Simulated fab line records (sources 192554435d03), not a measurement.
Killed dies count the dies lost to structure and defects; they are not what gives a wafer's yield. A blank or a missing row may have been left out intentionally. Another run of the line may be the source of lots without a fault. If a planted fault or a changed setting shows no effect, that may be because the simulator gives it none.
Split-lot experiment :: flow n5Finfet :: route with 1938 steps; 7 lots, 21 wafers read

== SPLIT DETAILS ==
At N5_BEOL_M0_SAQP_COAT_87 (time 60 s, resist thk 5 nm), the setting spinRpm was moved away from the recipe's 1500 rpm on 9 of the 21 wafers read, by -4.8% to +9.5%. The other wafers ran this setting at the recipe's value.

== FROM THE SPLIT TO THE READING: what the file shows between them, 3 steps ==
- N5_BEOL_M0_SAQP_COAT_34: resist thk 30 nm
- N5_BEOL_M0_SAQP_EBR_36
- N5_BEOL_M0_SAQP_DESCUM_45: chemistry O2, time 7 s

== THE READING ==
etch.depthNm (the simulator's own value, which no gauge read), in nm, at N5_BEOL_M0_SAQP_ETCH_88 (etches underlayer in N2/H2, target depth 6.5 nm, time 5.2 s). The file gives no usual value for it. The 12 wafers here that ran the recipe average 4.997 nm, standard deviation 0.017 nm.

wafer: L077.2
tool, chamber at the split: lithoTrack-02, 0
spinRpm as run, rpm: 1500
against the recipe: recipe
etch.depthNm, nm: 4.992
against lot-mates on the recipe: -

wafer: L077.3
tool, chamber at the split: lithoTrack-02, 0
spinRpm as run, rpm: 1560
against the recipe: +4.0%
etch.depthNm, nm: 4.882
against lot-mates on the recipe: -0.110

wafer: L077.4
tool, chamber at the split: lithoTrack-02, 0
spinRpm as run, rpm: 1560
against the recipe: +4.0%
etch.depthNm, nm: 4.89
against lot-mates on the recipe: -0.102

wafer: L084.1
tool, chamber at the split: lithoTrack-02, 0
spinRpm as run, rpm: 1500
against the recipe: recipe
etch.depthNm, nm: 5.008
against lot-mates on the recipe: -

wafer: L084.2
tool, chamber at the split: lithoTrack-02, 0
spinRpm as run, rpm: 1500
against the recipe: recipe
etch.depthNm, nm: 4.996
against lot-mates on the recipe: -

wafer: L084.4
tool, chamber at the split: lithoTrack-02, 0
spinRpm as run, rpm: 1543
against the recipe: +2.9%
etch.depthNm, nm: 4.945
against lot-mates on the recipe: -0.057

wafer: L086.2
tool, chamber at the split: lithoTrack-05, 0
spinRpm as run, rpm: 1500
against the recipe: recipe
etch.depthNm, nm: 4.994
against lot-mates on the recipe: -

wafer: L086.4
tool, chamber at the split: lithoTrack-05, 0
spinRpm as run, rpm: 1500
against the recipe: recipe
etch.depthNm, nm: 5.017
against lot-mates on the recipe: -

wafer: L086.6
tool, chamber at the split: lithoTrack-05, 0
spinRpm as run, rpm: 1500
against the recipe: recipe
etch.depthNm, nm: 5.023
against lot-mates on the recipe: -

wafer: L087.1
tool, chamber at the split: lithoTrack-05, 0
spinRpm as run, rpm: 1500
against the recipe: recipe
etch.depthNm, nm: 5.008
against lot-mates on the recipe: -

wafer: L087.2
tool, chamber at the split: lithoTrack-05, 0
spinRpm as run, rpm: 1643
against the recipe: +9.5%
etch.depthNm, nm: 4.779
against lot-mates on the recipe: -0.229

wafer: L087.6
tool, chamber at the split: lithoTrack-05, 0
spinRpm as run, rpm: 1643
against the recipe: +9.5%
etch.depthNm, nm: 4.789
against lot-mates on the recipe: -0.219

wafer: L093.4
tool, chamber at the split: lithoTrack-03, 0
spinRpm as run, rpm: 1500
against the recipe: recipe
etch.depthNm, nm: 4.975
against lot-mates on the recipe: -

wafer: L093.5
tool, chamber at the split: lithoTrack-03, 0
spinRpm as run, rpm: 1500
against the recipe: recipe
etch.depthNm, nm: 4.975
against lot-mates on the recipe: -

wafer: L093.6
tool, chamber at the split: lithoTrack-03, 0
spinRpm as run, rpm: 1500
against the recipe: recipe
etch.depthNm, nm: 4.971
against lot-mates on the recipe: -

wafer: L096.2
tool, chamber at the split: lithoTrack-05, 0
spinRpm as run, rpm: 1630
against the recipe: +8.7%
etch.depthNm, nm: 4.802
against lot-mates on the recipe: -0.193

wafer: L096.4
tool, chamber at the split: lithoTrack-05, 0
spinRpm as run, rpm: 1500
against the recipe: recipe
etch.depthNm, nm: 4.995
against lot-mates on the recipe: -

wafer: L096.6
tool, chamber at the split: lithoTrack-05, 0
spinRpm as run, rpm: 1630
against the recipe: +8.7%
etch.depthNm, nm: 4.788
against lot-mates on the recipe: -0.207

wafer: L097.1
tool, chamber at the split: lithoTrack-02, 0
spinRpm as run, rpm: 1428
against the recipe: -4.8%
etch.depthNm, nm: 5.122
against lot-mates on the recipe: +0.108

wafer: L097.3
tool, chamber at the split: lithoTrack-02, 0
spinRpm as run, rpm: 1500
against the recipe: recipe
etch.depthNm, nm: 5.014
against lot-mates on the recipe: -

wafer: L097.4
tool, chamber at the split: lithoTrack-02, 0
spinRpm as run, rpm: 1428
against the recipe: -4.8%
etch.depthNm, nm: 5.14
against lot-mates on the recipe: +0.126

THE FIT
A straight line over all 21 wafers: etch.depthNm changes by -0.0239 nm for each +1% of spinRpm; r = -0.99; the points scatter about the line by 0.017 nm.
The same after taking each lot's own level away (the mean of its wafers on the recipe; 21 wafers): -0.0236 nm for each +1%; r = -1.00; scatter 0.0084 nm.
Per that fit: largest spinRpm move, reading shift of 0.23 nm.
The span of the lots' own levels, 4.9737 to 5.0140 nm, comes to 2.4 times the standard deviation stated above.
The two slopes agree, so the slope changes little with the lot-to-lot level.
Check: -0.224 nm against its lot-mates is what the line predicts for one of the wafers moved furthest among these (+9.5%) when that wafer is left out of the fit. Against them it came out at -0.229 nm.

== FURTHER SPLITS ON THESE WAFERS ==
Before the reading, these wafers also passed through other splits. Each is held against what the fit with the lots' levels taken away leaves over:
other split on the same wafers: N5_SD_EPI_P_COAT_34 spinRpm
wafers away from the commonest value: 5
r with etch.depthNm (lot level and that fit taken away): -0.03

other split on the same wafers: N5_SDB_COAT_05 spinRpm
wafers away from the commonest value: 6
r with etch.depthNm (lot level and that fit taken away): -0.08

other split on the same wafers: N5_HKMG_FIN_ETCH_58 biasW
wafers away from the commonest value: 8
r with etch.depthNm (lot level and that fit taken away): -0.17

other split on the same wafers: N5_HKMG_FIN_PEB_10 pebTimeS
wafers away from the commonest value: 6
r with etch.depthNm (lot level and that fit taken away): +0.30

other split on the same wafers: N5_MOL_CONTACT_COAG_ETCH_15 sourceW
wafers away from the commonest value: 6
r with etch.depthNm (lot level and that fit taken away): +0.03

other split on the same wafers: N5_BEOL_M0_SAQP_MANDREL_ETCH_20 icpW
wafers away from the commonest value: 7
r with etch.depthNm (lot level and that fit taken away): +0.24

== FILE'S OWN FIT ==
etch.depthNm changes by -0.0236 nm for each +1% of spinRpm, r = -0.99.
